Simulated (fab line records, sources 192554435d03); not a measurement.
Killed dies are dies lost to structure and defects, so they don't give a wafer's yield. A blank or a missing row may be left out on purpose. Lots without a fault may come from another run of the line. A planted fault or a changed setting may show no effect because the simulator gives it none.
fab line records | flow n5_finfet
record lots=9 wafers=27 last_day=18
route steps=1938 shown ZERO_LAYER@15 WELL_APT@31 BEOL_M4@1111 PASSIVATION@1936
lots that met no fault: from a run of the same line without faults
start_h: hours from the record's first day to the start of the lot's first wafer shown | wait_h: hours since the lot's step before | " the same as in the row above | L1.1+2: a row that stands for several wafers | - no value, or no start given | * or withheld: withheld | < > ~ a bound
route shown NAME@n: a module of which the file shows steps, and the number in the route of the first | usual: mean/standard deviation of fault-free wafers | same: alike in all rows | chamber/n: place in a boat | sites: the reading at each site | _std_site: their standard deviation | _edge_site: outer sites' mean less inner sites' | radius_mm: how far each site lies from the wafer's centre | mask NAME#n: copy n | behind: the tool/chamber that last shaped the wafer | hold: why the lot was held/for how many hours/how that ended | device: the transistor (n, p or np) that didn't switch | end of line: the same wafers' tests at the end of the route | a step without rows: its recipe alone | killed: dies lost to structure and defects at the first sort, not the wafer's yield | map: a wafer's dies, x killed, . not, _ none there
set.NAME: the setting as run; set.NAME@STEP: as run at that earlier step | model.NAME: the simulator's own value behind a step, which no gauge read
steps of the route over a sample of lots; a table a step, a row a wafer
services: from which hour (start_h, from the record's first day; less than 0 if before it) a tool's chamber was out of use, for how many hours, and why
## steps
# step N5_ZERO_LAYER_ETCH_17
# recipe chemistry=CF4 target=SiO2 target_depth_a=120 time_s=13.3 ion_energy_ev=350 pressure_mtorr=40 source_w=450 bias_w=215 Ar_flow_sccm=100 cf4_flow_sccm=100
# usual drypump_motor_current_A=5.6/0.35 oes_product_au=0.79/0.077 rf_vpp_V=949/3.6 showerhead_plenum_p_Torr=2.15/0.054 throttle_valve_pct=15.61/0.22
# columns lot.wafer tool chamber start_h wait_h drypump_motor_current_A oes_product_au rf_hours_counter_h rf_vpp_V showerhead_plenum_p_Torr throttle_valve_pct
L458.1 rie_diel-04 1 18.84 0.0 5.8 0.87 45 944 2.09 15.31
L458.3 " 0 " " 5.9 0.73 168 948 2.14 15.53
L458.6 " 0 " " 5.9 0.74 - 949 2.14 15.54
L462.1 rie_diel-04 3 42.86 0.0 5.4 0.76 128 953 2.23 15.56
L462.4 " 0 " " 5.9 0.72 177 949 2.13 15.54
L462.5 " 1 " " 5.8 0.85 - 946 2.09 15.33
L463.2 rie_diel-02 0 48.84 0.0 5.5 0.69 230 951 2.19 16.08
L463.3 " 3 " " 5.2 0.87 41 950 2.17 15.26
L463.5 " 0 " " 5.4 0.68 - 954 2.19 16.07
L464.2 rie_diel-06 3 54.84 0.0 5.5 0.78 141 945 2.06 15.81
L464.3 " 0 " " 5.1 0.71 194 955 2.21 15.59
L464.6 " 3 " " 5.5 0.78 - 943 2.06 15.82
L469.3 rie_diel-04 2 84.99 0.0 6.1 0.77 134 954 2.23 15.46
L469.5 " 0 " " 5.9 0.72 - 948 2.13 15.57
L469.6 " 3 " " 5.4 0.76 - 953 2.22 15.57
L471.2 rie_diel-06 1 96.84 0.0 5.3 0.80 116 949 2.14 15.69
L471.3 " 0 " " 5.1 0.71 202 953 2.21 15.59
L471.4 " 3 " " 5.5 0.77 156 944 2.05 15.83
L474.3 rie_diel-02 0 114.84 0.0 5.5 0.68 248 952 2.18 16.11
L474.4 " 1 " " 6.1 0.93 22 951 2.17 15.77
L474.5 " 3 " " 5.2 0.86 - 951 2.17 15.26
L477.1 rie_diel-06 3 132.73 0.0 5.5 0.76 167 943 2.05 15.87
L477.2 " 1 " " 5.3 0.79 126 949 2.14 15.69
L477.4 " 2 " " 6.0 0.86 42 944 2.10 15.59
L479.3 rie_diel-04 2 145.09 0.0 6.1 0.74 151 954 2.23 15.49
L479.4 " 0 " " 5.9 0.70 203 948 2.13 15.61
L479.5 " 1 " " 5.8 0.82 - 946 2.08 15.38
# step N5_ZERO_LAYER_ETCH_18
# recipe chemistry=HBr/Cl2 target=Si target_depth_a=1200 time_s=40 pressure_mtorr=10 icp_w=800 bias_w=75 HBr_flow_sccm=150 Cl2_flow_sccm=80
# usual drypump_motor_current_A=5.7/0.5 oes_product_au=0.997/0.013 throttle_valve_pct=36.4/0.46
# columns lot.wafer tool chamber start_h wait_h drypump_motor_current_A oes_product_au rf_hours_counter_h throttle_valve_pct
L458.1 rie_si-01 1 18.91 0.0 6.5 0.980 6 36.0
L458.3 " 3 " " 5.7 0.996 32 36.6
L458.6 " 3 " " 5.7 0.996 - 36.6
L462.1 rie_si-05 2 42.93 0.0 6.0 1.002 86 36.6
L462.4 " 3 " " 5.3 0.990 163 36.6
L462.5 " 1 " " 6.2 0.985 - 35.4
L463.2 rie_si-06 2 48.92 0.0 5.7 1.000 2 35.8
L463.3 " 3 " " 5.5 1.000 111 36.8
L463.5 " 2 " " 5.7 0.991 - 35.8
L464.2 rie_si-06 0 54.91 0.0 6.4 1.006 164 36.7
L464.3 " 3 " " 5.5 0.987 111 36.8
L464.6 " 1 " " 4.9 0.990 - 36.1
L469.3 rie_si-06 2 85.06 0.0 5.7 0.991 3 35.8
L469.5 " 3 " " 5.5 0.994 - 36.8
L469.6 " 0 " " 6.4 1.012 - 36.7
L471.2 rie_si-06 0 96.92 0.0 6.4 1.012 165 36.7
L471.3 " 1 " " 4.9 0.993 121 36.1
L471.4 " 2 " " 5.7 0.992 3 35.8
L474.3 rie_si-05 2 114.91 0.0 6.0 1.002 88 36.6
L474.4 " 3 " " 5.2 0.994 164 36.6
L474.5 " 1 " " 6.3 0.982 - 35.4
L477.1 rie_si-06 3 132.80 0.0 5.5 1.002 113 36.8
L477.2 " 1 " " 4.9 0.990 121 36.1
L477.4 " 0 " " 6.4 1.013 - 36.7
L479.3 rie_si-01 0 145.17 0.0 5.6 1.003 5 36.0
L479.4 " 3 " " 5.7 0.997 35 36.6
L479.5 " 3 " " 5.7 0.986 - 36.6
# step N5_WELL_APT_DESCUM_13
# recipe chemistry=O2 time_s=7.9 source_power_w=50 bias_power_w=20 pressure_mtorr=20 rf_frequency_hz=2.712e+07 temp_c=40 o2_flow_sccm=225
# usual drypump_motor_current_A=5.7/0.48 oes_product_au=0.76/0.079 rf_vpp_V=244.2/1.1 showerhead_plenum_p_Torr=2.16/0.039 throttle_valve_pct=20.36/0.25
# columns lot.wafer tool chamber start_h wait_h drypump_motor_current_A oes_product_au rf_hours_counter_h rf_vpp_V showerhead_plenum_p_Torr throttle_valve_pct
L458.1 rie_diel-05 3 19.77 0.0 5.7 0.71 197 241.7 2.08 20.73
L458.3 " 1 " " 5.1 0.81 92 244.4 2.11 20.02
L458.6 " 1 " " 5.1 0.81 - 242.1 2.11 20.01
L462.1 rie_diel-05 1 43.81 0.0 5.1 0.80 102 242.9 2.11 20.03
L462.4 " 3 " " 5.7 0.70 204 243.6 2.07 20.78
L462.5 " 3 " " 5.7 0.70 - 242.4 2.08 20.77
L463.2 rie_diel-01 0 49.99 0.1 6.3 0.79 132 244.3 2.19 20.28
L463.3 " 1 " " 5.7 0.84 60 244.8 2.22 20.27
L463.5 " 2 " " 5.2 0.72 - 244.4 2.17 20.96
L464.2 rie_diel-03 2 55.77 0.0 5.3 0.72 168 245.2 2.18 20.20
L464.3 " 3 " " 5.2 0.74 143 244.0 2.18 20.35
L464.6 " 1 " " 5.3 0.66 - 244.0 2.16 20.79
L469.3 rie_diel-03 0 86.05 0.2 5.9 0.97 8 246.1 2.23 20.23
L469.5 " 2 " " 5.3 0.71 - 244.9 2.18 20.21
L469.6 " 1 " " 5.3 1.00 - 244.8 2.16 20.44
L471.2 rie_diel-03 3 97.93 0.1 5.2 0.73 162 244.4 2.17 20.37
L471.3 " 2 " " 5.3 0.71 188 243.2 2.18 20.23
L471.4 " 0 " " 5.8 0.95 13 245.5 2.23 20.24
L474.3 rie_diel-05 2 116.59 0.9 5.9 0.69 225 242.9 2.14 20.51
L474.4 " 0 " " 6.5 0.73 181 244.2 2.16 20.12
L474.5 " 1 " " 5.1 0.76 - 243.2 2.10 20.06
L477.1 rie_diel-01 0 134.08 0.0 6.4 0.75 164 244.9 2.18 20.33
L477.2 " 2 " " 5.2 0.69 243 245.0 2.16 21.00
L477.4 " 1 " " 5.7 0.79 91 246.0 2.21 20.33
L479.3 rie_diel-03 3 146.19 0.1 5.2 0.72 - 244.6 2.16 20.41
L479.4 " 2 " " 5.3 0.69 - 244.3 2.17 20.25
L479.5 " 2 " " 5.3 0.69 - 244.0 2.17 20.26
# step N5_WELL_APT_IMPLANT_15
# recipe species=As energy_kev=25 dose_cm2=1.5e+13 tilt_deg=0 rotation_deg=0
# usual dose_ions_cm2=1.4997e+13/1.5e+10 faraday_current_uA=190/3.8
# columns lot.wafer tool chamber start_h wait_h dose_ions_cm2 faraday_current_uA
L458.1 implanter-02 0 20.05 0.1 1.4997e+13 202
L458.3 " 0 " " 1.4976e+13 190
L458.6 " 0 " " 1.5e+13 183
L462.1 implanter-02 0 44.09 0.1 8.106e+12 102
L462.4 " 0 " " 8.102e+12 100
L462.5 " 0 " " 8.101e+12 101
L463.2 implanter-02 0 50.30 0.1 8.087e+12 104
L463.3 " 0 " " 8.094e+12 106
L463.5 " 0 " " 8.073e+12 102
L464.2 implanter-02 0 56.08 0.1 8.104e+12 105
L464.3 " 0 " " 8.112e+12 102
L464.6 " 0 " " 8.12e+12 103
L469.3 implanter-01 0 86.39 0.1 1.5006e+13 199
L469.5 " 0 " " 1.5012e+13 189
L469.6 " 0 " " 1.5006e+13 191
L471.2 implanter-01 0 98.24 0.1 1.5003e+13 190
L471.3 " 0 " " 1.4986e+13 191
L471.4 " 0 " " 1.4975e+13 192
L474.3 implanter-01 0 116.94 0.1 1.4981e+13 190
L474.4 " 0 " " 1.5011e+13 187
L474.5 " 0 " " 1.4978e+13 188
L477.1 implanter-02 0 134.36 0.1 1.5008e+13 196
L477.2 " 0 " " 1.4968e+13 191
L477.4 " 0 " " 1.4983e+13 188
L479.3 implanter-02 0 146.52 0.1 1.4983e+13 194
L479.4 " 0 " " 1.4996e+13 187
L479.5 " 0 " " 1.4954e+13 184
# step N5_BEOL_M4_RC_MEAS_101
# usual CJ_P=5.79/0.19 DIBL_N=37.0/1.7 DIBL_P=36.7/2 IOFF_N=0.17/0.035 IOFF_P=0.22/0.035 ION_N=672/12 ION_P=461/7.5 SS_N=71.6/0.67 SS_P=73.4/0.64 VT_N=250/3.5 VT_P=-250/3.5
# columns lot.wafer tool chamber start_h wait_h CJ_P DIBL_N[mV/V] DIBL_P[mV/V] IOFF_N[nA/um] IOFF_P[nA/um] ION_N[uA/um] ION_P[uA/um] SS_N[mV/dec] SS_P[mV/dec] VT_N[mV] VT_P[mV]
L458.1 prober-01 0 168.91 0.0 5.69 37.2 36.6 0.19 0.27 692 476 72.1 73.0 249 -242
L458.3 " 0 " " 5.82 34.5 33.5 0.13 0.20 663 461 71.3 72.5 252 -246
L458.6 " 0 " " 5.57 34.7 33.6 0.14 0.22 663 469 71.2 73.0 249 -246
L462.1 prober-02 0 193.05 0.0 4.24 38.6 38.4 0.20 0.25 695 469 71.1 73.6 245 -250
L462.4 " 0 " " 4.41 39.0 38.9 0.20 0.25 682 463 72.1 74.7 245 -249
L462.5 " 0 " " 3.96 38.8 38.4 0.20 0.23 674 453 71.9 74.3 247 -251
L463.2 prober-01 0 196.31 0.2 4.25 38.4 40.3 0.19 0.30 665 467 72.2 74.0 247 -247
L463.3 " 0 " " 4.22 39.2 40.1 0.20 0.28 668 452 72.3 74.6 249 -248
L463.5 " 0 " " 4.17 39.6 41.5 0.21 0.32 658 457 72.4 75.2 247 -249
L464.2 prober-01 0 213.50 0.2 4.21 36.4 35.7 0.15 0.19 681 463 71.3 72.5 251 -253
L464.3 " 0 " " 4.23 38.4 38.3 0.18 0.24 685 461 72.1 72.9 248 -251
L464.6 " 0 " " 4.29 38.2 38.4 0.18 0.24 691 472 72.2 73.3 249 -251
L469.3 prober-01 0 239.56 0.3 5.80 38.1 36.7 0.16 0.22 683 467 71.8 74.0 250 -252
L469.5 " 0 " " 5.94 38.0 37.2 0.17 0.25 678 467 71.3 73.6 249 -245
L469.6 " 0 " " 5.66 37.0 35.0 0.14 0.20 661 458 70.8 72.6 254 -253
L471.2 prober-02 0 247.66 0.2 5.97 34.9 35.6 0.14 0.21 669 461 70.5 73.5 251 -250
L471.3 " 0 " " 5.57 34.1 33.8 0.11 0.17 648 449 70.7 73.0 256 -253
L471.4 " 0 " " 5.77 34.5 35.1 0.13 0.20 661 462 70.4 73.3 252 -249
L474.3 prober-02 0 261.93 0.3 6.10 40.4 40.5 0.25 0.31 683 471 73.2 74.2 244 -245
L474.4 " 0 " " 6.00 37.3 37.0 0.17 0.24 676 465 71.6 73.6 245 -248
L474.5 " 0 " " 6.12 37.1 36.6 0.18 0.23 690 467 71.2 73.9 246 -247
L477.1 prober-01 0 300.21 0.0 5.99 36.6 36.0 0.14 0.21 662 460 72.5 72.9 251 -250
L477.2 " 0 " " 5.93 36.6 35.7 0.15 0.21 669 464 71.4 73.2 253 -249
L477.4 " 0 " " 5.46 37.1 36.4 0.16 0.21 672 461 71.9 73.1 251 -250
L479.3 prober-02 0 322.71 0.3 6.21 35.5 34.4 0.15 0.20 675 467 72.0 73.6 250 -250
L479.4 " 0 " " 5.92 36.0 35.2 0.16 0.22 678 466 71.8 73.5 246 -249
L479.5 " 0 " " 6.00 35.8 34.2 0.14 0.20 664 461 71.2 73.1 251 -252
# step N5_PASSIVATION_PROBE_49
# usual defect_limited_yield=91.1/1.3 killed_at_M0_to_M3=35/11 killed_at_M4_up=13/5.4 killed_at_contacts=14/6.5 killed_at_front_end=41/11 killed_at_other=4/3.1 killed_dies=106/15 killed_open=69/12 killed_short=35/7 sort_bin_4_leakage=0.01/0.078 sort_bin_5_function=5.2/0.86 sort_bin_6_memory=3.4/0.64 sort_n_pass=1074/15 sort_yield_pct=91.0/1.3
# same gross_dies=1180 killed_at_back_side=0 sort_bin_8_speed[%]=0
# columns lot.wafer tool chamber start_h wait_h defect_limited_yield[%] killed_at_M0_to_M3 killed_at_M4_up killed_at_contacts killed_at_front_end killed_at_other killed_dies killed_open killed_short sort_bin_4_leakage[%] sort_bin_5_function[%] sort_bin_6_memory[%] sort_n_pass sort_yield_pct[%]
L464.2 prober-01 - 302.04 0.1 92.2 17 13 18 41 3 92 51 40 0 4.1 3.2 1088 92.2
L464.3 prober-01 - 302.09 0.1 90.8 35 19 16 37 2 109 79 28 0 5.9 3.1 1071 90.8
L464.6 prober-01 - 302.24 0.3 90.7 19 20 10 60 1 110 74 34 0 5.4 3.6 1070 90.7
L477.1 prober-01 - 407.69 0.0 89.9 34 9 22 50 4 119 89 29 0 5.9 3.7 1061 89.9
L477.2 prober-01 - 407.74 0.1 90.8 34 9 19 44 2 108 70 37 0 5.1 3.7 1072 90.8
L477.4 prober-01 - 407.84 0.2 90.8 38 13 19 37 2 109 77 32 0 6.0 3.1 1071 90.8
# killed by level:class
L464.2 MOL_CONTACT_COAG:geometric_particle:open=13 FIN_SAQP:geometric_particle:short=7 FIN_SAQP:geometric_particle:open=6 STI_FIN_REVEAL:geometric_particle:open=6 GATE_CUT:geometric_particle:short=5 MOL_CONTACT_COAG:geometric_particle:short=4 GATE_CUT:geometric_particle:open=4 BEOL_M0_SAQP:geometric_particle:short=4
L464.3 MOL_CONTACT_COAG:geometric_particle:open=15 STI_FIN_REVEAL:geometric_particle:open=14 BEOL_M0_SAQP:geometric_particle:open=12 BEOL_M3:geometric_particle:open=9 FIN_SAQP:geometric_particle:open=6 FIN_SAQP:geometric_particle:short=6 BEOL_M5:geometric_particle:open=6 BEOL_M0_SAQP:geometric_particle:short=4
L464.6 GATE_CUT:geometric_particle:short=12 GATE_CUT:geometric_particle:open=10 MOL_CONTACT_COAG:geometric_particle:open=10 BEOL_M4:geometric_particle:open=10 FIN_SAQP:geometric_particle:open=8 FIN_SAQP:geometric_particle:short=6 STI_FIN_REVEAL:geometric_particle:open=5 BEOL_M1:geometric_particle:open=5
L477.1 STI_FIN_REVEAL:geometric_particle:open=27 MOL_CONTACT_COAG:geometric_particle:open=20 BEOL_M0_SAQP:geometric_particle:open=9 BEOL_M3:geometric_particle:open=8 STI_FIN_REVEAL:geometric_particle:short=5 BEOL_M1:geometric_particle:open=5 BEOL_M4:geometric_particle:open=4 DUMMY_GATE:geometric_particle:open=3
L477.2 MOL_CONTACT_COAG:geometric_particle:open=14 STI_FIN_REVEAL:geometric_particle:open=13 BEOL_M0_SAQP:geometric_particle:short=11 BEOL_M2:geometric_particle:open=11 STI_FIN_REVEAL:geometric_particle:short=8 BEOL_M0_SAQP:geometric_particle:open=6 FIN_SAQP:geometric_particle:open=5 MOL_CONTACT_COAG:geometric_particle:short=5
L477.4 STI_FIN_REVEAL:geometric_particle:open=18 MOL_CONTACT_COAG:geometric_particle:open=15 BEOL_M0_SAQP:geometric_particle:short=15 BEOL_M0_SAQP:geometric_particle:open=8 BEOL_M3:geometric_particle:open=7 DUMMY_GATE:geometric_particle:open=5 BEOL_M1:geometric_particle:open=5 STI_FIN_REVEAL:geometric_particle:short=4
## services
# columns tool chamber start_h hours kind
rie_diel-05 1 -1.59 13.1 repair
rie_diel-01 - 5.16 0.7 repair
rie_si-06 0 7.80 2.9 repair
rie_diel-02 1 8.51 8.2 repair
rie_diel-02 0 10.74 3.0 repair
rie_si-05 0 10.94 3.7 repair
rie_diel-01 2 10.94 3.8 repair
rie_diel-06 2 26.15 4.5 repair
rie_diel-05 3 32.21 6.5 repair
rie_diel-06 1 50.96 14.0 repair
rie_diel-03 0 53.15 - clean
implanter-01 - 53.50 4.0 pm
rie_diel-06 0 59.86 16.9 repair
implanter-02 - 63.33 4.0 pm
rie_diel-01 - 70.05 2.8 pm
rie_diel-05 1 96.03 9.1 repair
rie_diel-01 2 108.98 7.7 repair
rie_si-06 2 125.41 9.6 repair
rie_diel-03 0 131.31 33.0 repair
rie_diel-06 2 136.20 3.6 repair
rie_si-06 - 136.52 14.6 pm
rie_diel-03 1 139.08 7.7 repair
implanter-02 - 139.76 3.7 repair
rie_diel-02 1 146.20 2.6 repair
## key
first_sign step=N5_WELL_APT_IMPLANT_15 reading=dose_ions_cm2 direction=down sigmas=99+ usual=1.4997e+13 struck=8.1e+12
effect step=N5_WELL_APT_IMPLANT_15 reading=faraday_current_uA direction=down sigmas=23 usual=190 struck=103
effect step=N5_BEOL_M4_RC_MEAS_101 reading=CJ_P direction=down sigmas=8.2 usual=5.79 struck=4.22
met_at N5_WELL_APT_IMPLANT_15
struck_lots L462,L463,L464
not_acting_at N5_ZERO_LAYER_ETCH_17,N5_ZERO_LAYER_ETCH_18,N5_WELL_APT_DESCUM_13
onset_between 20.05 44.09
fault kind=process_parameter_drift tool=implanter-02 chamber=- onset_h=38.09 steps=N5_WELL_APT_IMPLANT_15 channel=dose_cm2 offset=-6.8908e+12 shape=step end_h=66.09 acts_in=these_recipes_only stated=1.5e+13
